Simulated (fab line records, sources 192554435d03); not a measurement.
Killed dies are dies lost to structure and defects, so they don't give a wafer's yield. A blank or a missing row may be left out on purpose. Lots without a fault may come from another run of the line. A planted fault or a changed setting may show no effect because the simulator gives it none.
fab line records | flow n5_finfet
record lots=7 wafers=21 last_day=18
route steps=1938 shown BEOL_M4@1061 PASSIVATION@1936
lots that met no fault: from a run of the same line without faults
start_h: hours from the record's first day to the start of the lot's first wafer shown | wait_h: hours since the lot's step before | " the same as in the row above | L1.1+2: a row that stands for several wafers | - no value, or no start given | * or withheld: withheld | < > ~ a bound
route shown NAME@n: a module of which the file shows steps, and the number in the route of the first | usual: mean/standard deviation of fault-free wafers | same: alike in all rows | chamber/n: place in a boat | sites: the reading at each site | _std_site: their standard deviation | _edge_site: outer sites' mean less inner sites' | radius_mm: how far each site lies from the wafer's centre | mask NAME#n: copy n | behind: the tool/chamber that last shaped the wafer | hold: why the lot was held/for how many hours/how that ended | device: the transistor (n, p or np) that didn't switch | end of line: the same wafers' tests at the end of the route | a step without rows: its recipe alone | killed: dies lost to structure and defects at the first sort, not the wafer's yield | map: a wafer's dies, x killed, . not, _ none there
set.NAME: the setting as run; set.NAME@STEP: as run at that earlier step | model.NAME: the simulator's own value behind a step, which no gauge read
steps of the route over a sample of lots; a table a step, a row a wafer
services: from which hour (start_h, from the record's first day; less than 0 if before it) a tool's chamber was out of use, for how many hours, and why
## steps
# step N5_BEOL_M4_ETCH_69
# recipe chemistry=CF4 target=SiARC target_depth_a=156 mask_material=CAR-EUV time_s=26 ion_energy_ev=80 pressure_mtorr=40 source_w=545 bias_w=36 Ar_flow_sccm=100 cf4_flow_sccm=100 ends=cleared
# usual bias_w=36.00/0.12 drypump_motor_current_A=5.9/0.59 etch_rf_on_time_s=25.9/0.66 oes_product_au=0.66/0.071 rf_fwd_power_W=532.2/2 rf_vpp_V=184.2/1.3 showerhead_plenum_p_Torr=2.17/0.077 throttle_valve_pct=15.58/0.19
# columns lot.wafer tool chamber start_h wait_h bias_w drypump_motor_current_A etch_rf_on_time_s oes_product_au rf_fwd_power_W rf_hours_counter_h rf_vpp_V showerhead_plenum_p_Torr throttle_valve_pct
L586.1 rie_diel-05 2 190.43 0.0 35.94 5.6 26.7 0.61 533.6 190 185.2 2.22 15.83
L586.2 " 0 " " 35.92 5.6 26.6 0.57 530.5 246 184.1 2.20 15.99
L586.5 " 1 " " 35.90 6.5 26.3 0.60 533.6 - 184.0 2.11 15.30
L588.2 rie_diel-01 2 206.95 0.0 35.98 4.9 26.2 0.60 531.5 202 184.7 2.04 15.61
L588.3 " 3 " " 35.88 5.1 25.2 0.72 530.8 61 184.1 2.10 15.39
L588.4 " 1 " " 35.94 6.1 25.0 0.71 533.2 102 184.8 2.24 15.56
L593.1 rie_diel-02 3 224.76 0.0 36.04 6.0 25.4 0.76 529.4 48 186.5 2.28 15.68
L593.3 " 0 " " 35.96 6.2 26.2 0.59 532.3 221 186.0 2.21 15.45
L593.6 " 3 " " 35.90 6.0 25.5 0.76 531.7 - 186.3 2.28 15.67
L597.1 rie_diel-01 1 261.83 0.0 36.11 6.1 25.3 0.68 532.7 123 186.4 2.24 15.58
L597.3 " 2 " " 35.93 4.9 26.6 0.58 534.0 218 184.0 2.03 15.66
L597.6 " 0 " " 35.93 6.8 27.5 0.59 529.5 - 182.9 2.14 15.79
L600.1 rie_diel-02 2 269.19 0.0 35.91 5.7 25.4 0.68 531.4 117 184.4 2.14 15.55
L600.5 " 3 " " 36.10 6.0 25.1 0.75 533.7 - 186.8 2.27 15.69
L600.6 " 2 " " 36.14 5.7 25.4 0.66 532.1 - 184.6 2.14 15.57
L606.4 rie_diel-01 3 303.25 0.0 35.95 5.1 25.5 0.68 531.3 94 182.9 2.09 15.45
L606.5 " 0 " " 36.22 6.8 27.2 0.59 530.6 - 184.9 2.13 15.81
L606.6 " 1 " " 35.86 6.1 24.8 0.67 531.4 - 184.2 2.23 15.63
L605.2 rie_diel-05 0 305.42 0.0 36.10 5.6 26.1 0.78 532.5 33 183.6 2.19 15.57
L605.4 " 0 " " 35.89 5.6 26.0 0.77 532.5 - 182.6 2.19 15.58
L605.6 " 3 " " 35.92 6.3 25.5 0.78 528.5 - 185.0 2.27 15.24
# step N5_BEOL_M4_ETCHBACK_99
# recipe chemistry=CHF3 target=SiO2 target_depth_a=50 time_s=10.4 source_w=215 bias_w=47 Ar_flow_sccm=200 CHF3_flow_sccm=12 ion_energy_ev=100 pressure_mtorr=30
# usual bias_w=46.98/0.14 drypump_motor_current_A=5.9/0.6 oes_product_au=0.79/0.086 rf_vpp_V=241/3.9 showerhead_plenum_p_Torr=2.19/0.085 throttle_valve_pct=17.03/0.19
# same time_s=10.4
# columns lot.wafer tool chamber start_h wait_h bias_w drypump_motor_current_A oes_product_au rf_hours_counter_h rf_vpp_V showerhead_plenum_p_Torr throttle_valve_pct
L586.1 rie_diel-01 1 194.22 2.3 46.78 6.1 0.81 98 245 2.27 17.07
L586.2 " 2 " " 47.02 4.9 0.70 197 238 2.05 17.08
L586.5 " 1 " " 46.92 6.1 0.82 - 243 2.27 17.05
L588.2 rie_diel-01 2 224.59 17.5 46.82 4.9 0.70 209 237 2.04 17.08
L588.3 " 3 " " 47.29 5.1 0.84 68 236 2.11 16.89
L588.4 " 1 " " 46.91 6.2 0.81 109 245 2.26 17.07
L593.1 rie_diel-01 1 230.00 5.0 47.12 6.2 0.81 111 244 2.26 17.09
L593.3 " 3 " " 46.78 5.1 0.83 70 237 2.11 16.89
L593.6 " 1 " " 47.04 6.1 0.80 - 245 2.26 17.09
L597.1 rie_diel-05 0 262.77 0.8 47.04 5.6 0.97 16 247 2.21 17.05
L597.3 " 1 " " 46.98 6.5 0.69 238 243 2.11 16.81
L597.6 " 0 " " 46.91 5.6 0.97 - 247 2.21 17.06
L600.1 rie_diel-02 0 276.49 7.0 46.82 6.2 0.68 237 243 2.21 16.85
L600.5 " 2 " " 47.08 5.7 0.78 - 244 2.15 17.00
L600.6 " 1 " " 47.10 6.5 0.87 - 245 2.27 16.71
L606.4 rie_diel-05 0 307.82 4.4 47.04 5.6 0.92 - 247 2.20 17.08
L606.5 " 2 " " 46.96 5.6 0.67 - 238 2.23 17.43
L606.6 " 3 " " 46.82 6.2 0.92 - 236 2.29 16.72
L605.2 rie_diel-01 1 311.54 6.0 46.92 6.1 0.78 140 247 2.25 17.12
L605.4 " 3 " " 46.92 5.1 0.80 97 238 2.11 16.96
L605.6 " 0 " " 47.08 6.8 0.69 - 245 2.15 17.33
# step N5_BEOL_M4_TRENCH_ETCH_37
# recipe chemistry=C4F6/O2 target_depth_a=555.55 target=SiOC time_s=29.2 ion_energy_ev=250 pressure_mtorr=30 source_w=355 bias_w=185 Ar_flow_sccm=300 C4F6_flow_sccm=10 O2_flow_sccm=10
# usual bias_w=185.0/0.53 drypump_motor_current_A=5.9/0.6 oes_f_703_au=0.78/0.087 oes_product_au=0.79/0.086 rf_fwd_power_W=350.0/1.8 rf_vpp_V=668/11 showerhead_plenum_p_Torr=2.89/0.11 throttle_valve_pct=20.82/0.21
# same time_s=29.2
# columns lot.wafer tool chamber start_h wait_h bias_w drypump_motor_current_A oes_f_703_au oes_product_au rf_fwd_power_W rf_hours_counter_h rf_vpp_V showerhead_plenum_p_Torr throttle_valve_pct
L586.1 rie_diel-01 1 194.47 - 184.3 6.2 0.81 0.82 349.2 98 676 2.99 20.87
L586.2 " 2 " " 184.7 4.9 0.69 0.70 349.9 197 658 2.71 20.84
L586.5 " 1 " " 185.2 6.2 0.81 0.81 350.1 - 678 2.99 20.89
L588.2 rie_diel-01 2 224.84 - 184.3 4.9 0.89 0.73 436.5 209 592 2.71 20.86
L588.3 " 3 " " 185.0 5.1 1.06 0.87 433.3 68 585 2.80 20.71
L588.4 " 1 " " 184.3 6.1 1.03 0.85 434.3 109 607 2.99 20.91
L593.1 rie_diel-01 1 230.24 - 185.2 6.2 1.03 0.85 435.5 111 607 2.99 20.91
L593.3 " 3 " " 185.0 5.1 1.06 0.88 433.7 70 587 2.80 20.71
L593.6 " 1 " " 185.7 6.2 1.03 0.86 435.4 - 607 2.98 20.92
L597.1 rie_diel-05 0 263.01 - 185.5 5.6 0.92 0.95 350.4 16 682 2.92 20.92
L597.3 " 1 " " 184.7 6.5 0.68 0.69 352.4 238 675 2.79 20.48
L597.6 " 0 " " 185.8 5.6 0.93 0.95 350.6 - 683 2.92 20.92
L600.1 rie_diel-02 0 276.74 - 186.2 6.2 0.69 0.69 353.5 237 679 2.92 20.58
L600.5 " 2 " " 185.0 5.6 0.79 0.77 349.6 - 672 2.84 20.79
L600.6 " 1 " " 184.4 6.5 0.85 0.87 353.3 - 673 3.00 20.49
L606.4 rie_diel-05 0 308.06 - 184.6 5.7 0.88 0.91 349.1 - 682 2.91 20.95
L606.5 " 2 " " 184.3 5.6 0.68 0.68 349.1 - 659 2.94 21.22
L606.6 " 3 " " 184.7 6.3 0.95 0.90 351.3 - 655 3.02 20.54
L605.2 rie_diel-01 1 311.79 - 185.6 6.2 0.78 0.78 349.1 140 676 2.97 20.93
L605.4 " 3 " " 184.8 5.1 0.80 0.80 347.1 98 651 2.78 20.76
L605.6 " 0 " " 185.8 6.8 0.68 0.69 346.8 - 678 2.84 21.13
# step N5_BEOL_M4_OCD_MEAS_38
# usual trench_depth_nm=55.6/1.1
# columns lot.wafer tool chamber start_h wait_h trench_depth_nm
L586.1 ocd-01 - 194.62 - 56.3
L586.2 " - " " 54.3
L586.5 " - " " 56.5
L588.2 ocd-02 - 224.99 - 58.3
L588.3 " - " " 60.7
L588.4 " - " " 61.4
L593.1 ocd-02 - 230.39 - 62.1
L593.3 " - " " 61.0
L593.6 " - " " 61.6
L597.1 ocd-02 - 263.16 - 55.8
L597.3 " - " " 54.8
L597.6 " - " " 56.9
L600.1 ocd-01 - 276.89 - 55.8
L600.5 " - " " 56.1
L600.6 " - " " 56.4
L606.4 ocd-02 - 308.20 - 55.8
L606.5 " - " " 54.1
L606.6 " - " " 55.3
L605.2 ocd-01 - 311.94 - 56.7
L605.4 " - " " 56.2
L605.6 " - " " 53.5
# step N5_BEOL_M4_ALD_84
# recipe material=TaN target_thk_a=* temp_c=275 ald_precursor_family=PDMAT ald_co_reactant=NH3 pressure_torr=3 carrier_flow_sccm=1500 pulse_time_s=2 purge_time_s=3 co_reactant_purge_time_s=2 co_reactant_pulse_time_s=3 ald_cycles=30 precursor_vessel_temp_c=75 precursor_vessel_pressure_torr=26.25 precursor_vessel_carrier_sccm=1000
# usual heater_power_w=418/44 precursor_vessel_carrier_sccm=1000.3/2.9 precursor_vessel_pressure_torr=26.25/0.049
# columns lot.wafer tool chamber start_h wait_h heater_power_w precursor_vessel_carrier_sccm precursor_vessel_pressure_torr
L586.1 ald_metal-01 3 195.20 0.1 428 1003.4 26.17
L586.2 " 0 " " 378 1002.6 26.22
L586.5 " 0 " " 379 999.9 26.26
L588.2 ald_metal-04 1 227.68 0.1 336 1006.6 26.23
L588.3 " 0 " " 411 998.3 26.30
L588.4 " 3 " " 454 1002.0 26.23
L593.1 ald_metal-02 3 231.08 0.0 457 1000.4 26.26
L593.3 " 1 " " 432 1003.1 26.37
L593.6 " 1 " " 437 1003.4 26.31
L597.1 ald_metal-02 3 263.59 0.0 464 1000.9 26.29
L597.3 " 2 " " 470 992.5 26.21
L597.6 " 3 " " 480 1005.2 26.32
L600.1 ald_metal-01 2 277.72 0.3 478 991.9 26.28
L600.5 " 0 " " 376 1004.0 26.26
L600.6 " 3 " " 441 996.7 26.23
L606.4 ald_metal-04 2 309.09 0.1 391 997.3 26.24
L606.5 " 1 " " 345 998.6 26.29
L606.6 " 0 " " 415 1001.3 26.19
L605.2 ald_metal-04 1 312.51 0.1 345 1006.1 26.19
L605.4 " 3 " " 450 999.4 26.28
L605.6 " 3 " " 460 1003.4 26.28
# step N5_BEOL_M4_THK_MEAS_53
# recipe thk_meas_gauge=xrf reads=Cu_of_BEOL_M4_ECD_50
# usual M4_THK=40.8/1.5
# columns lot.wafer tool chamber start_h wait_h M4_THK[nm]
L586.1 film_metro-02 - 200.08 - 40.3
L586.2 " - " " 39.4
L586.5 " - " " 40.1
L588.2 film_metro-02 - 231.24 - 44.1
L588.3 " - " " 45.2
L588.4 " - " " 46.3
L593.1 film_metro-01 - 236.48 - 48.4
L593.3 " - " " 45.7
L593.6 " - " " 48.3
L597.1 film_metro-01 - 266.74 - 41.6
L597.3 " - " " 41.6
L597.6 " - " " 43.5
L600.1 film_metro-02 - 281.33 - 39.6
L600.5 " - " " 42.2
L600.6 " - " " 41.9
L606.4 film_metro-01 - 312.56 - 38.4
L606.5 " - " " 39.5
L606.6 " - " " 38.7
L605.2 film_metro-02 - 315.96 - 40.1
L605.4 " - " " 41.0
L605.6 " - " " 36.9
# step N5_BEOL_M4_RS_MEAS_58
# recipe thk_meas_gauge=four-point-probe reads=Co_of_BEOL_M4_CO_CAP_55+Cu_of_BEOL_M4_ECD_50+Co_of_BEOL_M4_CVD_47+TaN_of_BEOL_M4_ALD_84
# usual M4_RS=0.66/0.031
# columns lot.wafer tool chamber start_h wait_h M4_RS[ohm/sq]
L586.1 film_metro-02 - 200.34 0.0 0.67
L586.2 " - " " 0.70
L586.5 " - " " 0.68
L588.2 film_metro-02 - 231.50 0.1 0.60
L588.3 " - " " 0.59
L588.4 " - " " 0.57
L593.1 film_metro-02 - 236.74 0.0 0.53
L593.3 " - " " 0.57
L593.6 " - " " 0.53
L597.1 film_metro-01 - 267.00 0.0 0.64
L597.3 " - " " 0.64
L597.6 " - " " 0.61
L600.1 film_metro-02 - 281.59 0.0 0.68
L600.5 " - " " 0.63
L600.6 " - " " 0.64
L606.4 film_metro-02 - 312.88 0.0 0.71
L606.5 " - " " 0.68
L606.6 " - " " 0.70
L605.2 film_metro-01 - 316.25 0.1 0.68
L605.4 " - " " 0.66
L605.6 " - " " 0.76
# step N5_BEOL_M4_RC_MEAS_101
# usual DIBL_N=36.3/1.8 DIBL_P=36.5/2.1 IOFF_N=0.16/0.031 IOFF_P=0.22/0.038 ION_N=677/12 ION_P=466/7.8 SS_N=71.5/0.61 SS_P=73.2/0.7 VT_N=249/3 VT_P=-248.9/3
# columns lot.wafer tool chamber start_h wait_h DIBL_N[mV/V] DIBL_P[mV/V] IOFF_N[nA/um] IOFF_P[nA/um] ION_N[uA/um] ION_P[uA/um] SS_N[mV/dec] SS_P[mV/dec] VT_N[mV] VT_P[mV]
L586.1 prober-02 0 201.17 0.8 35.9 36.8 0.15 0.20 667 456 72.2 73.3 250 -249.2
L586.2 " 0 " " 36.7 37.7 0.17 0.22 664 459 72.4 73.4 252 -251.5
L586.5 " 0 " " 36.4 37.2 0.16 0.20 687 463 71.9 73.5 248 -251.7
L588.2 prober-01 0 231.71 0.2 38.0 38.8 0.20 0.24 697 470 72.1 74.1 246 -249.7
L588.3 " 0 " " 38.9 39.3 0.21 0.25 705 468 71.5 74.0 246 -250.0
L588.4 " 0 " " 37.6 37.4 0.17 0.22 679 458 71.4 74.1 249 -252.2
L593.1 prober-01 0 236.79 0.0 39.5 38.0 0.17 0.22 673 458 72.5 74.0 249 -249.8
L593.3 " 0 " " 37.6 36.5 0.16 0.22 673 468 71.8 72.9 250 -250.6
L593.6 " 0 " " 40.1 38.6 0.18 0.23 686 466 72.8 74.0 250 -247.5
L597.1 prober-02 0 267.05 0.0 36.2 36.2 0.15 0.23 666 464 71.3 73.1 252 -248.3
L597.3 " 0 " " 35.5 36.1 0.15 0.22 679 474 71.7 73.5 247 -250.4
L597.6 " 0 " " 39.4 40.5 0.21 0.32 687 479 71.9 73.8 244 -243.2
L600.1 prober-01 0 281.64 0.0 35.2 34.0 0.14 0.20 668 466 71.4 72.5 251 -248.6
L600.5 " 0 " " 35.4 34.4 0.14 0.20 670 470 70.9 72.0 250 -248.9
L600.6 " 0 " " 36.0 35.0 0.16 0.22 685 478 71.8 72.4 248 -248.1
L606.4 prober-01 0 313.39 0.5 34.1 35.5 0.14 0.20 680 469 71.8 72.6 250 -250.0
L606.5 " 0 " " 34.1 34.8 0.14 0.19 661 457 71.4 72.4 249 -249.1
L606.6 " 0 " " 38.3 40.8 0.23 0.31 698 477 71.7 73.5 245 -246.5
L605.2 prober-01 0 316.46 0.2 36.1 36.8 0.17 0.23 682 469 71.8 73.2 248 -249.1
L605.4 " 0 " " 36.2 36.5 0.16 0.23 682 475 71.7 72.9 248 -246.7
L605.6 " 0 " " 36.2 37.3 0.16 0.25 683 467 71.4 73.1 249 -244.5
# step N5_PASSIVATION_PROBE_49
# usual defect_limited_yield=91.2/1.5 killed_at_M0_to_M3=33/9.6 killed_at_M4_up=14/5.6 killed_at_contacts=14/5.5 killed_at_front_end=40/13 killed_at_other=4/3 killed_dies=104/17 killed_open=68/13 killed_short=33/7.2 sort_bin_5_function=5.2/0.95 sort_bin_6_memory=3.3/0.62 sort_n_pass=1076/17 sort_yield_pct=91.2/1.5
# same gross_dies=1180 killed_at_back_side=0 sort_bin_4_leakage[%]=0 sort_bin_8_speed[%]=0
# columns lot.wafer tool chamber start_h wait_h defect_limited_yield[%] killed_at_M0_to_M3 killed_at_M4_up killed_at_contacts killed_at_front_end killed_at_other killed_dies killed_open killed_short sort_bin_5_function[%] sort_bin_6_memory[%] sort_n_pass sort_yield_pct[%]
L600.1 prober-02 - 397.74 0.0 87.9 34 25 9 68 7 143 99 42 7.6 4.1 1037 87.9
L600.5 prober-02 - 397.94 0.2 88.7 34 25 7 61 6 133 80 49 6.4 3.8 1047 88.7
L600.6 prober-02 - 397.99 0.3 90.8 43 13 7 45 1 109 74 32 5.3 3.3 1071 90.8
# killed by level:class
L600.1 STI_FIN_REVEAL:geometric_particle:open=18 FIN_SAQP:geometric_particle:open=15 BEOL_M4:geometric_particle:open=12 BEOL_M2:geometric_particle:open=11 FIN_SAQP:geometric_particle:short=8 DUMMY_GATE:geometric_particle:open=8 BEOL_M0_SAQP:geometric_particle:open=8 GATE_CUT:geometric_particle:open=7
L600.5 FIN_SAQP:geometric_particle:open=24 FIN_SAQP:geometric_particle:short=16 BEOL_M4:geometric_particle:open=12 BEOL_M0_SAQP:geometric_particle:short=8 BEOL_M1:geometric_particle:open=6 BEOL_M2:geometric_particle:open=6 BEOL_M4:geometric_particle:short=5 BEOL_M0_SAQP:geometric_particle:open=5
L600.6 FIN_SAQP:geometric_particle:open=13 BEOL_M0_SAQP:geometric_particle:short=12 BEOL_M4:geometric_particle:open=10 BEOL_M0_SAQP:geometric_particle:open=9 STI_FIN_REVEAL:geometric_particle:open=7 BEOL_M2:geometric_particle:open=7 MOL_CONTACT_COAG:geometric_particle:open=6 FIN_SAQP:geometric_particle:short=5
## services
# columns tool chamber start_h hours kind
ald_metal-04 - 175.44 6.2 repair
rie_diel-01 1 200.33 1.6 repair
rie_diel-05 0 203.00 - clean
rie_diel-05 0 203.00 - consumable_replace:focus_ring
rie_diel-05 0 203.00 22.6 scheduled_down
rie_diel-05 0 203.00 22.6 vent_cycle
rie_diel-05 3 226.02 - clean
rie_diel-05 3 226.02 - consumable_replace:focus_ring
rie_diel-05 3 226.02 - consumable_replace:showerhead
rie_diel-05 3 226.02 24.8 scheduled_down
rie_diel-05 3 226.02 24.8 vent_cycle
rie_diel-05 2 248.35 14.3 repair
rie_diel-01 2 252.54 8.2 repair
ald_metal-01 - 254.52 0.5 repair
rie_diel-05 1 297.02 - clean
rie_diel-05 1 297.02 - consumable_replace:focus_ring
rie_diel-05 1 297.02 22.1 scheduled_down
rie_diel-05 1 297.02 22.1 vent_cycle
ald_metal-04 1 303.24 2.4 repair
rie_diel-02 2 306.72 4.8 repair
## key
first_sign step=N5_BEOL_M4_TRENCH_ETCH_37 reading=rf_fwd_power_W direction=up sigmas=48 usual=* struck=*
effect step=N5_BEOL_M4_TRENCH_ETCH_37 reading=rf_vpp_V direction=down sigmas=6.6 usual=668 struck=598
effect step=N5_BEOL_M4_OCD_MEAS_38 reading=trench_depth_nm direction=up sigmas=4.8 usual=55.6 struck=60.9
effect step=N5_BEOL_M4_THK_MEAS_53 reading=M4_THK direction=up sigmas=3.7 usual=40.8 struck=46.3
effect step=N5_BEOL_M4_RS_MEAS_58 reading=M4_RS direction=down sigmas=3.2 usual=0.66 struck=0.57
met_at N5_BEOL_M4_TRENCH_ETCH_37
struck_lots L588,L593
not_acting_at N5_BEOL_M4_ETCH_69,N5_BEOL_M4_ETCHBACK_99,N5_BEOL_M4_ALD_84
onset_between 194.47 224.84
fault kind=process_parameter_drift tool=rie_diel-01 chamber=- onset_h=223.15 steps=N5_BEOL_M4_TRENCH_ETCH_37 channel=source_w offset=85.2 shape=step end_h=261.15 acts_in=these_recipes_only stated=355
